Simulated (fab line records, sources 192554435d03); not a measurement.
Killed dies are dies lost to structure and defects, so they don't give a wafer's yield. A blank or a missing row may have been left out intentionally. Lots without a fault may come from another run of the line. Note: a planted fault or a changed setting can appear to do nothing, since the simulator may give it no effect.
Lot-split experiment | flow n5_finfet | 21 wafers read across 7 lots, on a route 1938 steps long

## ABOUT THE SPLIT
At N5_ZERO_LAYER_EXPOSE_08 (exposes mask ZERO, defocus 0 nm, target cd 2000 nm), the setting dose_mj was moved away from the recipe's 16.2 on 10 of the 21 wafers read, by -4.8% to +6.8%. All remaining wafers had this setting at the recipe value.

## FROM THE SPLIT TO THE READING: what the file shows between them, 3 steps
- N5_ZERO_LAYER_PEB_09
- N5_ZERO_LAYER_DEVELOP_10: develop time 60 s
- N5_ZERO_LAYER_HARDBAKE_23: time 120 s

## THE READING
At N5_ZERO_LAYER_CD_MEAS_11: cd_nm in nanometres, against a target cd of 2000 nm. On this fab line, fault-free wafers typically give 2000.1 nm with a standard deviation of 1.9 nm.

wafer  | tool, chamber at the split | dose_mj as run | against the recipe | cd_nm, nm | against lot-mates on the recipe
L079.1 | krf_scanner-02, 0          | 16.2           | recipe             | 1997.3    | -
L079.4 | krf_scanner-02, 0          | 16.55          | +2.2%              | 2003.6    | +4.3
L079.5 | krf_scanner-02, 0          | 16.2           | recipe             | 2001.3    | -
L081.2 | krf_scanner-01, 0          | 16.79          | +3.6%              | 2005.5    | +8.8
L081.3 | krf_scanner-01, 0          | 16.2           | recipe             | 1996.7    | -
L081.6 | krf_scanner-01, 0          | 16.79          | +3.6%              | 2007.3    | +10.6
L083.1 | krf_scanner-01, 0          | 15.43          | -4.8%              | 1989.9    | -11.1
L083.3 | krf_scanner-01, 0          | 15.43          | -4.8%              | 1990.8    | -10.2
L083.5 | krf_scanner-01, 0          | 16.2           | recipe             | 2001.0    | -
L086.3 | krf_scanner-01, 0          | 16.2           | recipe             | 2002.4    | -
L086.5 | krf_scanner-01, 0          | 15.51          | -4.3%              | 1992.9    | -9.5
L086.6 | krf_scanner-01, 0          | 15.51          | -4.3%              | 1994.4    | -8.0
L090.1 | krf_scanner-01, 0          | 16.2           | recipe             | 1999.5    | -
L090.5 | krf_scanner-01, 0          | 15.8           | -2.5%              | 1995.1    | -5.2
L090.6 | krf_scanner-01, 0          | 16.2           | recipe             | 2001.2    | -
L091.1 | krf_scanner-01, 0          | 16.2           | recipe             | 2000.0    | -
L091.2 | krf_scanner-01, 0          | 17.3           | +6.8%              | 2014.9    | +14.9
L091.5 | krf_scanner-01, 0          | 17.3           | +6.8%              | 2014.3    | +14.3
L092.4 | krf_scanner-01, 0          | 16.2           | recipe             | 1996.9    | -
L092.5 | krf_scanner-01, 0          | 16.2           | recipe             | 2000.0    | -
L092.6 | krf_scanner-01, 0          | 16.2           | recipe             | 2001.5    | -

THE FIT
A straight line over all 21 wafers: cd_nm changes by +1.95 nm for each +1% of dose_mj; r = +0.97; the points scatter about the line by 1.7 nm.
The same after taking each lot's own level away (the mean of its wafers on the recipe; 21 wafers): +2.21 nm for each +1%; r = +0.99; scatter 1.3 nm.
The reading moves by 15 nm for the largest change in dose_mj, on that fit.
The lots' own levels span 1996.70 to 2002.40 nm, that is 3.0 times the standard deviation above.
So the lot-to-lot level changes the slope: the two fits differ.
Check: with one of the wafers moved furthest among these (+6.8%) left out of the fit, the line predicts +15.3 nm for it against its lot-mates. It came out at +14.9 nm against them.

## THESE WAFERS: OTHER SPLITS
These wafers also went through other splits before the reading. Each is held against what the fit with the lots' levels taken away leaves over:
other split on the same wafers | wafers away from the commonest value | r with cd_nm (lot level and that fit taken away)
N5_ZERO_LAYER_PECVD_02 time_s  | 2                                    | +0.14
N5_ZERO_LAYER_COAT_05 spin_rpm | 6                                    | +0.07

## THE WHOLE CHAIN: every reading that the file lists as answering this split, in the file's order
step                     | what it does                                        | reading                                                           | change (the file's fit)              | r (the file's)
N5_ZERO_LAYER_CD_MEAS_11 | target cd 2000 nm                                   | cd_nm                                                             | +2.2 nm for each +1% of the setting  | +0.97
N5_ZERO_LAYER_DESCUM_16  | chemistry O2, time 7.9 s                            | ZERO_LAYER.cd_nm (the simulator's own value, which no gauge read) | +2.12 nm for each +1% of the setting | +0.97
N5_ZERO_LAYER_ETCH_17    | etches SiO2 in CF4, target depth 12 nm, time 13.3 s | ZERO_LAYER.cd_nm (the simulator's own value, which no gauge read) | +2.18 nm for each +1% of the setting | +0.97

## FILE'S OWN FIT
cd_nm changes by +2.2 nm for each +1% of dose_mj, r = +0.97.
